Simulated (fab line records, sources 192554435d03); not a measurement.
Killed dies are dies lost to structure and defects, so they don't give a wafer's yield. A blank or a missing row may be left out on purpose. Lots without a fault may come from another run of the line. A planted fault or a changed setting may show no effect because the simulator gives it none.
A struck lot beside a sound one | flow n5_finfet | 19 steps out of a route of 1938
Sound: wafers L218.1, L218.2, L218.4. Struck: wafer L224.6. (L224.4 of the same lot was not struck and is left out.) The cause comes at the end.
At each step with rows: each side's tool, then ch and its chambers, then its first start. Under that, the readings that differ: sound wafers | struck wafers | difference of the means | sigmas: that difference in standard deviations of wafers without a fault.
alike: readings whose means differ by less than 2 such deviations, and words and numbers that are the same on both sides. not compared: withheld readings, readings that some wafer has no value for, bounds like >300 that may hide the same value, and numbers for which the record gives no deviation and whose values overlap.
The two part at a step that has a row with sigmas, a row that says differs or no value, or rows on one side only. Numbers that don't overlap but have no deviation are shown without sigmas and don't part them. A reading that every wafer of one side lacks parts them only if that side has two wafers or more.

N5_BEOL_M14_CMP_49: polishes, stops on SiO2, t overpolish 5.2 s, target thk 560 nm.
  sound on cmp-02 ch 0,2,3, day 11 20:23; struck on cmp-02 ch 0, day 13 05:39
  alike: barrier_field_endpoint_s, head_pressure_psi, motor_current_A, overpolish_run_s, time_to_endpoint_s
N5_BEOL_M14_THK_MEAS_50: measures by xrf.
  sound on film_metro-02, day 11 20:41; struck on film_metro-02, day 13 05:52
  alike: M14_THK
then, 1 step without rows for these wafers: N5_BEOL_M14_PRE_CLEAN_52 (time 15 s).
N5_BEOL_M14_DEP_53: deposits SiCN from 3MS/NH3, target thk 50 nm, time 17.8 s.
  sound on pecvd-02 ch 0,2, day 11 20:45; struck on pecvd-02 ch 1, day 13 05:58
  alike: rf_fwd_power_W, showerhead_plenum_p_Torr, throttle_valve_pct
N5_BEOL_M14_RS_MEAS_54: measures by four-point-probe.
  sound on film_metro-02, day 11 20:49; struck on film_metro-02, day 13 06:02
  alike: M14_RS
N5_BEOL_M14_INSPECT_55: inspects for defects (darkfield).
  sound on defect_inspect-01, day 11 20:50; struck on defect_inspect-01, day 13 06:04
  alike: raw_defect_count
N5_BEOL_M15_ILD_DEP_00: deposits SiO2 from TEOS/O2, target thk 1629.3 nm, time 346.1 s.
  sound on pecvd-01 ch 0,2, day 11 20:53; struck on pecvd-03 ch 1, day 13 06:12
  reading            | sound             | struck | difference | sigmas
  rf_fwd_power_W (W) | 903.7 900.1 901.5 | 892.3  | -9.5       | -3
  alike: heater_power_w, showerhead_plenum_p_Torr, throttle_valve_pct
N5_BEOL_M15_THK_MEAS_01:
  sound on film_metro-01, day 11 21:08; struck on film_metro-01, day 13 06:27
  alike: M15_ILD_THK
then, 4 steps without rows for these wafers: N5_BEOL_M15_COAT_58 (time 60 s, resist thk 89 nm); N5_BEOL_M15_COAT_04 (resist thk 800 nm); N5_BEOL_M15_EBR_06; N5_BEOL_M15_SOFTBAKE_05 (time 60 s).
N5_BEOL_M15_EXPOSE_07: exposes mask V14.
  sound on krf_scanner-01 ch 0, day 11 21:16; struck on krf_scanner-02 ch 0, day 13 06:43
  alike: mask
then, 3 steps without rows for these wafers: N5_BEOL_M15_PEB_08 (peb time 90 s); N5_BEOL_M15_DEVELOP_09 (develop time 45 s); N5_BEOL_M15_HARDBAKE_14 (time 120 s).
N5_BEOL_M15_CD_MEAS_10: target cd 360 nm.
  sound on cd_sem-01 ch 0, day 11 21:26; struck on cd_sem-03 ch 0, day 13 06:53
  reading    | sound             | struck | difference | sigmas
  cd_nm (nm) | 359.4 358.8 356.8 | 368.9  | +10.6      | +6
N5_BEOL_M15_OVL_MEAS_11:
  sound on overlay-02 ch 0, day 11 21:28; struck on overlay-02 ch 0, day 13 06:55
  reading      | sound    | struck | difference | sigmas
  V14_OVL (nm) | -9 -6 -4 | 11     | +17        | +3
N5_PASSIVATION_PROBE_49:
  the record has rows for the sound wafers here (prober-01, day 12 17:35) and none for the struck ones

WHERE THEY PART
First at N5_BEOL_M15_ILD_DEP_00; last, within this record, at N5_PASSIVATION_PROBE_49.

WHY: what the simulator had put in
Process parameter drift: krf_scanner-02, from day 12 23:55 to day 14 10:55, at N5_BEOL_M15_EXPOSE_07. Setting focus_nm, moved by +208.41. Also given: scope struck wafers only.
